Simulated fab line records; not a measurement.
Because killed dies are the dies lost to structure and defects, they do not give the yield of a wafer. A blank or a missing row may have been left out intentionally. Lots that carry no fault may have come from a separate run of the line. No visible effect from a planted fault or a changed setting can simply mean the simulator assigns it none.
fab line records	flow n5-finfet
record lots=5	wafers=15	last-day=17
route steps=1938 shown BEOL_M6@1255 BEOL_M7@1263
lots with no fault: from the same line, run without faults
start-h: start of the lot's first displayed wafer, in hours after the record's first day	wait-h: hours from the lot's prior step to this one	" identical to the entry in the row above	L1.1+2: several wafers, shown together as one row	- no value, or no start was given	* or withheld: withheld	< > ~ a bound
route shown NAME@n: names a module that has steps shown in the file, with the first one's number in the route	usual: average and standard deviation across the fault-free wafers	same: alike in all rows	chamber/n: place in a boat	sites: each site's reading	_std_site: standard deviation of those values	_edge_site: mean of outer sites minus mean of inner sites	radius-mm: how far each site lies from the wafer's centre	mask NAME#n: copy n	behind: the last tool/chamber to shape the wafer	hold: the reason the lot was held/the length of the hold in hours/how it ended	device: the transistor (n, p or np) that didn't switch	end of line: at the end of the route, the tests of the same wafers	a step with no rows: only its recipe	killed: count of dies lost to structure and defects at first sort (not the wafer's yield)	map: dies across one wafer; x = killed, . = not, _ = none there
set.NAME: the setting that was run; set.NAME@STEP: the one run at that earlier step	model.NAME: the simulator's own value behind a step, which no gauge read
a table for each step, a row for each wafer; lots at some steps of the route
services: when a tool's chamber went out of use (start-h, in hours from the record's first day, below 0 if earlier), for how many hours, and the reason
## steps
# step N5_BEOL_M6_ECD_50
# recipe material=Cu	target-thk-a=3000
lot.wafer	tool	chamber	start-h	wait-h
L084.1+2+6	ecd-cu-01	1,0,0	257.05	0.1
L088.1+2+5	ecd-cu-01	0,1,1	276.25	0.1
L087.1+5+6	ecd-cu-01	1,1,0	279.46	0.1
L091.3+4+6	ecd-cu-02	0,1,1	291.98	0.1
L097.2+4+5	ecd-cu-02	1,0,1	318.56	0.1
# step N5_BEOL_M6_ANNEAL_51
# recipe temp-c=225	time-s=90	ambient=N2
# usual wafer_temp_C_max=226.7/0.36
lot.wafer	tool	chamber	start-h	wait-h	wafer_temp_C_max
L084.1	rtp-anneal-01	0	257.14	0.1	226.8
L084.2	"	0	"	"	226.7
L084.6	"	0	"	"	226.7
L088.1	rtp-anneal-01	0	276.77	0.5	226.3
L088.2	"	0	"	"	226.0
L088.5	"	0	"	"	226.2
L087.1	rtp-anneal-02	0	279.83	0.3	226.9
L087.5	"	0	"	"	227.1
L087.6	"	0	"	"	226.4
L091.3	rtp-anneal-02	0	293.08	1.1	227.2
L091.4	"	0	"	"	226.6
L091.6	"	0	"	"	227.1
L097.2	rtp-anneal-01	0	319.03	0.5	227.2
L097.4	"	0	"	"	226.3
L097.5	"	0	"	"	226.4
# step N5_BEOL_M6_CMP_52
# recipe stop-on=SiCOH_lowk	t-overpolish-s=6.9	down-force-psi=1	platen-rpm=50	clearing-platen-down-force-psi=1.5	clearing-platen-rpm=50	post-cmp-clean=cu-alkaline	target-thk-nm=80	clearing-platen-pad-velocity-m-s=0.99484	pad-velocity-m-s=0.99484
# usual barrier-field-endpoint-s=28.9/0.78	clearing-platen-down-force-psi=1.5001/0.003	clearing-platen-rpm=49.998/0.027	motor-current-A=5.9/0.54	overpolish-run-s=6.901/0.0085	time-to-endpoint-s=62/3.5
lot.wafer	tool	chamber	start-h	wait-h	barrier-field-endpoint-s	clearing-platen-down-force-psi	clearing-platen-rpm	motor-current-A	overpolish-run-s	time-to-endpoint-s
L084.1	cmp-03	0	257.48	0.3	27.5	1.5053	49.993	5.7	6.893	60
L084.2	"	2	"	"	28.6	1.4998	49.989	6.1	6.890	64
L084.6	"	0	"	"	28.7	1.4996	50.000	5.5	6.898	62
L088.1	cmp-02	3	277.08	0.3	28.9	1.4956	49.999	5.9	6.915	59
L088.2	"	0	"	"	28.3	1.4996	50.051	6.1	6.896	59
L088.5	"	3	"	"	29.3	1.4988	50.009	5.3	6.895	61
L087.1	cmp-04	2	280.13	0.3	28.4	1.4975	50.030	4.9	6.893	62
L087.5	"	2	"	"	28.9	1.5003	50.013	5.2	6.891	61
L087.6	"	3	"	"	28.2	1.4988	50.019	5.7	6.898	62
L091.4	cmp-03	2	293.30	0.1	29.8	1.5030	49.995	6.0	6.905	63
L091.3	"	1	"	"	28.2	1.4992	50.000	5.5	6.909	62
L091.6	"	3	"	"	29.4	1.5013	50.028	5.6	6.893	63
L097.4	cmp-04	3	319.29	0.1	30.1	1.5043	49.992	5.7	6.916	67
L097.2	"	2	"	"	28.8	1.5023	49.979	5.1	6.918	65
L097.5	"	3	"	"	29.5	1.5024	50.005	5.5	6.894	64
# step N5_BEOL_M6_THK_MEAS_53
# recipe thk-meas-gauge=xrf	reads=Cu_of_BEOL_M6_ECD_50
# usual M6_THK=77.7/1.9
lot.wafer	tool	chamber	start-h	wait-h	M6_THK[nm]
L084.1	film-metro-02	-	257.77	-	74.6
L084.2	"	-	"	"	80.6
L084.6	"	-	"	"	75.5
L088.1	film-metro-01	-	277.38	-	74.2
L088.2	"	-	"	"	77.4
L088.5	"	-	"	"	75.4
L087.1	film-metro-01	-	280.43	-	76.9
L087.5	"	-	"	"	76.4
L087.6	"	-	"	"	77.7
L091.3	film-metro-01	-	293.59	-	79.7
L091.4	"	-	"	"	76.3
L091.6	"	-	"	"	78.3
L097.2	film-metro-02	-	319.58	-	78.0
L097.4	"	-	"	"	79.5
L097.5	"	-	"	"	79.1
# step N5_BEOL_M6_PRE_CLEAN_55
# recipe gas=NH3	time-s=15	temp-c=withheld	rf-power-w=300
lot.wafer	tool	chamber	start-h	wait-h
L084.1+2+6	pecvd-04	1,0,1	257.81	0.0
L088.1+2+5	pecvd-04	1,2,2	277.41	0.0
L087.1+5+6	pecvd-04	1,1,0	280.46	0.0
L091.3+4+6	pecvd-04	1,1,0	293.63	0.0
L097.2+4+5	pecvd-03	1,0,2	319.62	0.0
# step N5_BEOL_M6_DEP_56
# recipe material=SiCN	target-thk-a=100	temp-c=withheld	precursor=3MS/NH3	pressure-torr=3	rf-w=202	time-s=17.5
# usual showerhead-plenum-p-Torr=3.667/0.014	throttle-valve-pct=9.3/0.55
lot.wafer	tool	chamber	start-h	wait-h	showerhead-plenum-p-Torr	throttle-valve-pct
L084.1	pecvd-04	1	257.84	0.0	3.695	10.1
L084.2	"	0	"	"	3.648	9.1
L084.6	"	1	"	"	3.690	10.1
L088.1	pecvd-04	1	277.44	0.0	3.687	10.3
L088.2	"	2	"	"	3.674	9.0
L088.5	"	2	"	"	3.666	9.0
L087.1	pecvd-04	1	280.49	0.0	3.683	10.2
L087.5	"	1	"	"	3.687	10.1
L087.6	"	0	"	"	3.668	9.5
L091.3	pecvd-04	1	293.65	0.0	3.682	10.4
L091.4	"	1	"	"	3.680	10.3
L091.6	"	0	"	"	3.655	9.1
L097.2	pecvd-03	1	319.64	0.0	3.655	9.4
L097.4	"	0	"	"	3.678	9.0
L097.5	"	2	"	"	3.661	8.4
# step N5_BEOL_M6_RS_MEAS_57
# recipe thk-meas-gauge=four-point-probe	reads=Cu_of_BEOL_M6_ECD_50+Co_of_BEOL_M6_CVD_78+TaN_of_BEOL_M6_ALD_77
# usual M6_RS=0.287/0.0086
lot.wafer	tool	chamber	start-h	wait-h	M6_RS[ohm/sq]
L084.1	film-metro-02	-	257.91	0.1	0.305
L084.2	"	-	"	"	0.276
L084.6	"	-	"	"	0.298
L088.1	film-metro-02	-	277.51	0.1	0.301
L088.2	"	-	"	"	0.287
L088.5	"	-	"	"	0.295
L087.1	film-metro-01	-	280.56	0.1	0.294
L087.5	"	-	"	"	0.294
L087.6	"	-	"	"	0.289
L091.3	film-metro-02	-	293.72	0.1	0.278
L091.4	"	-	"	"	0.291
L091.6	"	-	"	"	0.283
L097.2	film-metro-02	-	319.71	0.1	0.287
L097.4	"	-	"	"	0.283
L097.5	"	-	"	"	0.283
# step N5_BEOL_M6_INSPECT_58
# recipe inspect-instrument=darkfield	mode=post-dep
# usual raw-defect-count=70/22
lot.wafer	tool	chamber	start-h	wait-h	raw-defect-count
L084.1	defect-inspect-01	-	257.93	0.0	29
L084.2	"	-	"	"	75
L084.6	"	-	"	"	62
L088.1	defect-inspect-01	-	277.53	0.0	64
L088.2	"	-	"	"	53
L088.5	"	-	"	"	59
L087.1	defect-inspect-01	-	280.58	0.0	77
L087.5	"	-	"	"	89
L087.6	"	-	"	"	88
L091.3	defect-inspect-02	-	293.75	0.0	104
L091.4	"	-	"	"	58
L091.6	"	-	"	"	71
L097.2	defect-inspect-02	-	319.74	0.0	75
L097.4	"	-	"	"	85
L097.5	"	-	"	"	90
# step N5_BEOL_M7_ILD_DEP_00
# recipe material=SiCOH_lowk	target-thk-a=1797.5	temp-c=300	precursor=DEMS/porogen	pressure-torr=5	rf-w=500	time-s=33.4
# usual heater-power-w=297/46	showerhead-plenum-p-Torr=5.738/0.016	throttle-valve-pct=13.9/0.81
lot.wafer	tool	chamber	start-h	wait-h	heater-power-w	showerhead-plenum-p-Torr	throttle-valve-pct
L084.1	pecvd-01	0	257.97	0.0	318	5.714	13.5
L084.2	"	1	"	"	304	5.728	14.3
L084.6	"	1	"	"	317	5.748	13.9
L088.1	pecvd-02	2	277.57	0.0	297	5.719	12.9
L088.2	"	1	"	"	301	5.744	13.3
L088.5	"	0	"	"	401	5.719	13.9
L087.1	pecvd-01	1	280.62	0.0	337	5.733	13.6
L087.5	"	1	"	"	358	5.727	13.8
L087.6	"	2	"	"	289	5.741	14.6
L091.3	pecvd-04	1	293.78	0.0	248	5.777	15.7
L091.4	"	2	"	"	272	5.750	13.9
L091.6	"	0	"	"	252	5.735	13.9
L097.2	pecvd-04	2	319.78	0.0	257	5.746	13.9
L097.4	"	1	"	"	255	5.766	15.5
L097.5	"	2	"	"	264	5.752	13.9
# step N5_BEOL_M7_CURE_74
# recipe temp-c=385	time-s=240	ambient=He/Ar	material=SiCOH_lowk
# usual lamp-power-pct=52.31/0.051	wafer_temp_C_max=386.6/0.77
lot.wafer	tool	chamber	start-h	wait-h	lamp-power-pct	wafer_temp_C_max
L084.1	uv-cure-03	0	258.03	0.0	52.28	387.2
L084.2	"	0	"	"	52.34	387.7
L084.6	"	0	"	"	52.40	388.1
L088.1	uv-cure-02	2	277.64	0.0	52.28	387.1
L088.2	"	2	"	"	52.30	386.7
L088.5	"	2	"	"	52.39	386.8
L087.1	uv-cure-02	2	280.68	0.0	52.24	386.6
L087.5	"	2	"	"	52.28	386.5
L087.6	"	2	"	"	52.26	386.7
L091.3	uv-cure-03	2	294.01	0.2	52.37	386.6
L091.4	"	2	"	"	52.29	386.3
L091.6	"	2	"	"	52.33	386.2
L097.2	uv-cure-01	2	319.92	0.1	52.38	388.2
L097.4	"	2	"	"	52.28	388.8
L097.5	"	2	"	"	52.27	388.2
# step N5_BEOL_M7_THK_MEAS_01
# recipe reads=SiCOH_lowk_of_BEOL_M7_ILD_DEP_00
# usual M7_ILD_THK=154.9/2.3
lot.wafer	tool	chamber	start-h	wait-h	M7_ILD_THK[nm]
L084.1	film-metro-02	-	259.03	0.8	155.2
L084.2	"	-	"	"	154.9
L084.6	"	-	"	"	156.9
L088.1	film-metro-02	-	278.15	0.4	153.6
L088.2	"	-	"	"	153.0
L088.5	"	-	"	"	153.1
L087.1	film-metro-01	-	281.20	0.4	152.5
L087.5	"	-	"	"	155.9
L087.6	"	-	"	"	155.2
L091.3	film-metro-01	-	294.36	0.3	150.7
L091.4	"	-	"	"	159.0
L091.6	"	-	"	"	156.7
L097.2	film-metro-01	-	320.35	0.4	157.3
L097.4	"	-	"	"	154.4
L097.5	"	-	"	"	157.9
# step N5_BEOL_M7_PECVD_70
# recipe material=SiO2	target-thk-a=200	temp-c=400	precursor=TEOS/O2	pressure-torr=5.5	rf-w=450	teos-flow-sccm=53.8	gas=O2	flow-sccm=3000	time-s=22.7
# usual heater-power-w=710/74	showerhead-plenum-p-Torr=8.76/0.057	throttle-valve-pct=22.4/1.1
lot.wafer	tool	chamber	start-h	wait-h	heater-power-w	showerhead-plenum-p-Torr	throttle-valve-pct
L084.1	pecvd-01	1	259.06	0.0	727	8.76	22.4
L084.2	"	2	"	"	670	8.79	23.9
L084.6	"	2	"	"	675	8.75	23.8
L088.1	pecvd-04	2	278.19	0.0	649	8.79	22.1
L088.2	"	1	"	"	711	8.89	25.1
L088.5	"	0	"	"	671	8.76	22.7
L087.1	pecvd-01	2	281.23	0.0	679	8.79	23.6
L087.5	"	2	"	"	709	8.81	23.9
L087.6	"	1	"	"	758	8.76	22.4
L091.3	pecvd-02	1	294.40	0.0	761	8.83	21.1
L091.4	"	2	"	"	765	8.73	21.2
L091.6	"	0	"	"	889	8.73	22.7
L097.2	pecvd-02	0	320.39	0.0	784	8.77	22.7
L097.4	"	1	"	"	744	8.82	21.3
L097.5	"	0	"	"	789	8.73	22.4
# step N5_BEOL_M7_HM_DEP_02
# recipe material=TiN	target-thk-a=200	temp-c=25	chamber-pressure-pa=0.49996
# usual throttle-valve-pct=29.8/1.2
lot.wafer	tool	chamber	start-h	wait-h	throttle-valve-pct
L084.1	pvd-sputter-01	-	261.07	2.0	31.8
L084.2	"	-	"	"	30.6
L084.6	"	-	"	"	30.8
L088.1	pvd-sputter-03	-	278.78	0.6	29.9
L088.2	"	-	"	"	30.5
L088.5	"	-	"	"	30.6
L087.1	pvd-sputter-02	-	282.17	0.9	28.5
L087.5	"	-	"	"	29.1
L087.6	"	-	"	"	28.3
L091.3	pvd-sputter-01	-	295.09	0.7	31.5
L091.4	"	-	"	"	32.0
L091.6	"	-	"	"	31.7
L097.2	pvd-sputter-02	-	321.78	1.4	29.9
L097.4	"	-	"	"	28.5
L097.5	"	-	"	"	29.2
# step N5_BEOL_M7_COAT_59
# recipe resist=SOC	temp-c=250	time-s=60	spin-rpm=1500	resist-thk-nm=100
# usual heater-power-total-W=500.7/1.8
lot.wafer	tool	chamber	start-h	wait-h	heater-power-total-W
L084.1	litho-track-01	0	261.20	0.1	501.0
L084.2	"	0	"	"	501.7
L084.6	"	0	"	"	501.9
L088.1	litho-track-03	0	278.90	0.1	500.5
L088.2	"	0	"	"	499.5
L088.5	"	0	"	"	499.3
L087.1	litho-track-05	0	282.29	0.1	498.3
L087.5	"	0	"	"	501.8
L087.6	"	0	"	"	500.1
L091.3	litho-track-03	0	295.21	0.1	503.1
L091.4	"	0	"	"	502.6
L091.6	"	0	"	"	502.2
L097.2	litho-track-03	0	321.91	0.1	499.5
L097.4	"	0	"	"	500.6
L097.5	"	0	"	"	502.8
# step N5_BEOL_M7_COAT_60
# recipe resist=SiARC	temp-c=220	time-s=60	spin-rpm=1500	resist-thk-nm=35
# usual heater-power-total-W=427.6/2.1
lot.wafer	tool	chamber	start-h	wait-h	heater-power-total-W
L084.1	litho-track-01	0	-	-	430.8
L084.2	"	0	"	"	424.1
L084.6	"	0	"	"	425.2
L088.1	litho-track-03	0	-	-	425.0
L088.2	"	0	"	"	425.9
L088.5	"	0	"	"	428.5
L087.1	litho-track-05	0	-	-	426.8
L087.5	"	0	"	"	430.7
L087.6	"	0	"	"	425.2
L091.3	litho-track-03	0	-	-	429.1
L091.4	"	0	"	"	428.1
L091.6	"	0	"	"	429.9
L097.2	litho-track-03	0	-	-	428.1
L097.4	"	0	"	"	430.7
L097.5	"	0	"	"	428.0
# step N5_BEOL_M7_COAT_05
# recipe resist=CAR-ArF	spin-rpm=1500	resist-thk-nm=90
lot.wafer	tool	chamber	start-h	wait-h
L084.1+2+6	litho-track-01	0	-	-
L088.1+2+5	litho-track-03	0	-	-
L087.1+5+6	litho-track-05	0	-	-
L091.3+4+6	litho-track-03	0	-	-
L097.2+4+5	litho-track-03	0	-	-
# step N5_BEOL_M7_EBR_07
# recipe solvent=PGMEA	ebr-width-mm=1.5
lot.wafer	tool	chamber	start-h	wait-h
L084.1+2+6	litho-track-01	0	-	-
L088.1+2+5	litho-track-03	0	-	-
L087.1+5+6	litho-track-05	0	-	-
L091.3+4+6	litho-track-03	0	-	-
L097.2+4+5	litho-track-03	0	-	-
# step N5_BEOL_M7_SOFTBAKE_06
# recipe temp-c=110	time-s=60	resist=CAR-ArF
# usual heater-power-total-W=175.3/1.6
lot.wafer	tool	chamber	start-h	wait-h	heater-power-total-W
L084.1	litho-track-01	0	-	-	174.3
L084.2	"	0	"	"	175.0
L084.6	"	0	"	"	177.6
L088.1	litho-track-03	0	-	-	175.9
L088.2	"	0	"	"	176.0
L088.5	"	0	"	"	176.2
L087.1	litho-track-05	0	-	-	174.3
L087.5	"	0	"	"	176.6
L087.6	"	0	"	"	173.4
L091.3	litho-track-03	0	-	-	177.5
L091.4	"	0	"	"	173.7
L091.6	"	0	"	"	175.5
L097.2	litho-track-03	0	-	-	177.2
L097.4	"	0	"	"	174.2
L097.5	"	0	"	"	176.6
# step N5_BEOL_M7_EXPOSE_08
# recipe mask-id=M7	na=1.35	source-shape=dipole	sigma-inner=0.817	sigma-outer=0.97	polarization=te	dose-mj=68.25
# usual reticle-temp-C=23.00/0.086
# same dipole-opening-deg=35
lot.wafer	tool	chamber	start-h	wait-h	mask	reticle-temp-C
L084.1	arfi-scanner-01	0	261.44	-	M7#0	23.07
L084.2	"	0	"	"	M7#0	23.04
L084.6	"	0	"	"	M7#0	22.95
L088.1	arfi-scanner-03	0	279.02	-	M7#0	22.91
L088.2	"	0	"	"	M7#0	22.96
L088.5	"	0	"	"	M7#0	22.98
L087.1	arfi-scanner-01	0	282.54	-	M7#0	23.01
L087.5	"	0	"	"	M7#0	22.89
L087.6	"	0	"	"	M7#0	23.04
L091.3	arfi-scanner-02	0	295.47	-	M7#0	22.94
L091.4	"	0	"	"	M7#0	23.02
L091.6	"	0	"	"	M7#0	22.88
L097.2	arfi-scanner-03	0	322.16	-	M7#0	23.09
L097.4	"	0	"	"	M7#0	22.88
L097.5	"	0	"	"	M7#0	22.97
# step N5_BEOL_M7_PEB_09
# recipe peb-temp-c=withheld	peb-time-s=60	resist=CAR-ArF
lot.wafer	tool	chamber	start-h	wait-h
L084.1+2+6	litho-track-01	0	261.50	0.1
L088.1+2+5	litho-track-05	0	279.08	0.1
L087.1+5+6	litho-track-03	0	282.60	0.1
L091.3+4+6	litho-track-03	0	295.52	0.0
L097.2+4+5	litho-track-01	0	322.21	0.0
# step N5_BEOL_M7_DEVELOP_10
# recipe develop-time-s=30	developer=TMAH	resist=CAR-ArF	rinse-liquid=diw	dry=air-spin	dev-temp-c=23
lot.wafer	tool	chamber	start-h	wait-h
L084.1+2+6	litho-track-01	0	-	-
L088.1+2+5	litho-track-05	0	-	-
L087.1+5+6	litho-track-03	0	-	-
L091.3+4+6	litho-track-03	0	-	-
L097.2+4+5	litho-track-01	0	-	-
# step N5_BEOL_M7_CD_MEAS_11
# recipe target-cd-nm=38.5	landing-energy-ev=500	detector=se-inlens	polarity=opening
# usual cd-nm=38.7/0.51
lot.wafer	tool	chamber	start-h	wait-h	cd-nm
L084.1	cd-sem-03	0	261.57	-	39.6
L084.2	"	0	"	"	39.0
L084.6	"	0	"	"	39.1
L088.1	cd-sem-02	0	279.15	-	37.7
L088.2	"	0	"	"	38.0
L088.5	"	0	"	"	38.1
L087.1	cd-sem-03	0	282.67	-	38.6
L087.5	"	0	"	"	38.5
L087.6	"	0	"	"	38.6
L091.3	cd-sem-03	0	295.59	-	38.1
L091.4	"	0	"	"	37.5
L091.6	"	0	"	"	38.4
L097.2	cd-sem-02	0	322.28	-	39.2
L097.4	"	0	"	"	39.3
L097.5	"	0	"	"	39.6
# step N5_BEOL_M7_OVL_MEAS_12
# recipe points-per-wafer=44
# usual M7_OVL=-0.2/0.77
lot.wafer	tool	chamber	start-h	wait-h	M7_OVL[nm]
L084.1	overlay-01	0	261.60	0.0	0.8
L084.2	"	0	"	"	-0.5
L084.6	"	0	"	"	0.3
L088.1	overlay-01	0	279.18	0.0	-0.4
L088.2	"	0	"	"	0.7
L088.5	"	0	"	"	-0.3
L087.1	overlay-01	0	282.70	0.0	-0.5
L087.5	"	0	"	"	-1.3
L087.6	"	0	"	"	-0.2
L091.3	overlay-02	0	295.61	0.0	-0.1
L091.4	"	0	"	"	0.3
L091.6	"	0	"	"	0.8
L097.2	overlay-02	0	322.31	0.0	0.2
L097.4	"	0	"	"	-0.6
L097.5	"	0	"	"	-0.4
# step N5_BEOL_M7_INSPECT_13
# recipe mode=adi	inspect-instrument=brightfield
# usual raw-defect-count=415/110
lot.wafer	tool	chamber	start-h	wait-h	raw-defect-count
L084.1	defect-inspect-01	-	261.62	0.0	293
L084.2	"	-	"	"	322
L084.6	"	-	"	"	329
L088.1	defect-inspect-02	-	279.20	0.0	347
L088.2	"	-	"	"	329
L088.5	"	-	"	"	260
L087.1	defect-inspect-02	-	282.72	0.0	390
L087.5	"	-	"	"	316
L087.6	"	-	"	"	365
L091.3	defect-inspect-02	-	295.64	0.0	468
L091.4	"	-	"	"	335
L091.6	"	-	"	"	418
L097.2	defect-inspect-02	-	322.33	0.0	370
L097.4	"	-	"	"	410
L097.5	"	-	"	"	436
# step N5_BEOL_M7_DESCUM_16
# recipe chemistry=O2	time-s=7.9	source-power-w=50	bias-power-w=20	pressure-mtorr=20	rf-frequency-hz=2.712e+07	temp-c=40	resist=CAR-ArF	o2-flow-sccm=225
# usual drypump-motor-current-A=5.8/0.41	oes-product-au=0.79/0.091	rf-vpp-V=243.4/1.2	showerhead-plenum-p-Torr=2.10/0.057	throttle-valve-pct=20.55/0.28
lot.wafer	tool	chamber	start-h	wait-h	drypump-motor-current-A	oes-product-au	rf-hours-counter-h	rf-vpp-V	showerhead-plenum-p-Torr	throttle-valve-pct
L084.1	rie-diel-02	2	261.66	0.0	6.0	0.71	170	242.5	2.08	20.82
L084.2	"	3	"	"	5.7	0.66	270	241.7	2.06	20.88
L084.6	"	2	"	"	6.0	0.72	-	241.6	2.08	20.82
L088.1	rie-diel-05	2	279.24	0.0	5.9	0.76	132	243.1	2.10	20.55
L088.2	"	1	"	"	5.8	0.81	70	241.3	2.01	20.08
L088.5	"	3	"	"	5.9	0.72	-	243.7	2.14	20.72
L087.1	rie-diel-02	3	282.76	0.0	5.7	0.66	278	241.0	2.06	20.89
L087.5	"	3	"	"	5.7	0.66	-	241.3	2.06	20.91
L087.6	"	1	"	"	6.3	0.99	-	245.1	2.24	20.31
L091.3	rie-diel-02	1	295.67	0.0	6.3	0.97	8	244.2	2.24	20.35
L091.4	"	1	"	"	6.3	0.96	-	246.4	2.24	20.34
L091.6	"	2	"	"	5.9	0.72	-	242.1	2.08	20.84
L097.2	rie-diel-05	2	322.37	0.0	5.9	0.75	144	243.5	2.10	20.57
L097.4	"	3	"	"	5.9	0.70	214	244.2	2.14	20.72
L097.5	"	3	"	"	5.8	0.70	-	245.6	2.14	20.73
# step N5_BEOL_M7_ETCH_61
# recipe chemistry=CF4	target=SiARC	target-depth-a=455	mask-material=CAR-ArF	time-s=75.8	ion-energy-ev=80	pressure-mtorr=40	source-w=545	bias-w=36	Ar_flow_sccm=100	cf4-flow-sccm=100	ends=cleared
# usual cf4-flow-sccm=100.1/0.33	drypump-motor-current-A=5.8/0.42	etch-rf-on-time-s=75.5/1.6	oes-product-au=0.67/0.076	rf-vpp-V=184.1/0.99	showerhead-plenum-p-Torr=2.16/0.052	throttle-valve-pct=15.74/0.29
lot.wafer	tool	chamber	start-h	wait-h	cf4-flow-sccm	drypump-motor-current-A	etch-rf-on-time-s	oes-product-au	rf-hours-counter-h	rf-vpp-V	showerhead-plenum-p-Torr	throttle-valve-pct
L084.1	rie-diel-02	2	261.71	0.0	100.2	5.9	77.0	0.62	170	184.1	2.15	16.05
L084.2	"	3	"	"	99.8	5.7	75.9	0.57	270	185.1	2.09	16.01
L084.6	"	2	"	"	100.2	5.9	76.8	0.62	-	183.6	2.15	16.03
L088.1	rie-diel-05	2	279.27	0.0	100.0	5.9	73.4	0.67	132	182.8	2.15	15.72
L088.2	"	1	"	"	100.3	5.8	75.3	0.70	70	182.2	2.10	15.46
L088.5	"	3	"	"	99.7	5.9	78.0	0.61	-	185.6	2.22	16.05
L087.1	rie-diel-02	3	282.79	0.0	100.1	5.7	75.8	0.57	278	183.2	2.09	16.05
L087.5	"	3	"	"	99.7	5.7	75.9	0.56	-	182.6	2.09	16.05
L087.6	"	1	"	"	99.9	6.3	77.0	0.81	-	186.5	2.26	15.34
L091.3	rie-diel-02	1	295.71	0.0	99.4	6.3	77.1	0.81	8	184.8	2.26	15.35
L091.4	"	1	"	"	99.6	6.3	77.3	0.81	-	185.3	2.26	15.35
L091.6	"	2	"	"	99.7	5.9	76.0	0.61	-	183.7	2.14	16.08
L097.2	rie-diel-05	2	322.40	0.0	99.8	5.9	74.6	0.65	144	185.9	2.15	15.72
L097.4	"	3	"	"	99.8	5.9	78.6	0.60	214	184.2	2.21	16.08
L097.5	"	3	"	"	100.0	5.8	78.7	0.60	-	184.6	2.21	16.08
## services
tool	chamber	start-h	hours	kind
rie-diel-05	2	233.75	3.4	repair
uv-cure-03	-	234.40	1.0	pm
arfi-scanner-01	-	240.29	3.9	pm
arfi-scanner-03	-	241.88	1.3	pm
arfi-scanner-01	-	244.55	3.1	repair
rtp-anneal-01	-	244.69	2.8	pm
cmp-04	-	246.18	0.4	repair
arfi-scanner-01	-	248.70	0.8	pm
rie-diel-02	-	256.05	0.7	repair
rie-diel-02	0	260.26	18.6	repair
arfi-scanner-01	-	268.61	3.1	pm
cmp-03	-	277.42	1.1	repair
arfi-scanner-03	-	285.74	1.0	pm
arfi-scanner-01	-	289.38	1.0	pm
cmp-04	-	295.26	0.6	repair
arfi-scanner-03	-	296.29	0.8	pm
uv-cure-03	-	297.98	0.5	repair
ecd-cu-01	-	303.60	0.5	repair
cmp-04	-	303.85	2.2	repair
pecvd-03	-	304.90	6.0	pm
arfi-scanner-01	-	305.23	4.1	repair
pecvd-03	2	311.78	4.6	repair
uv-cure-02	-	311.98	9.2	pm
cmp-04	-	316.98	1.5	repair
## key
fault none
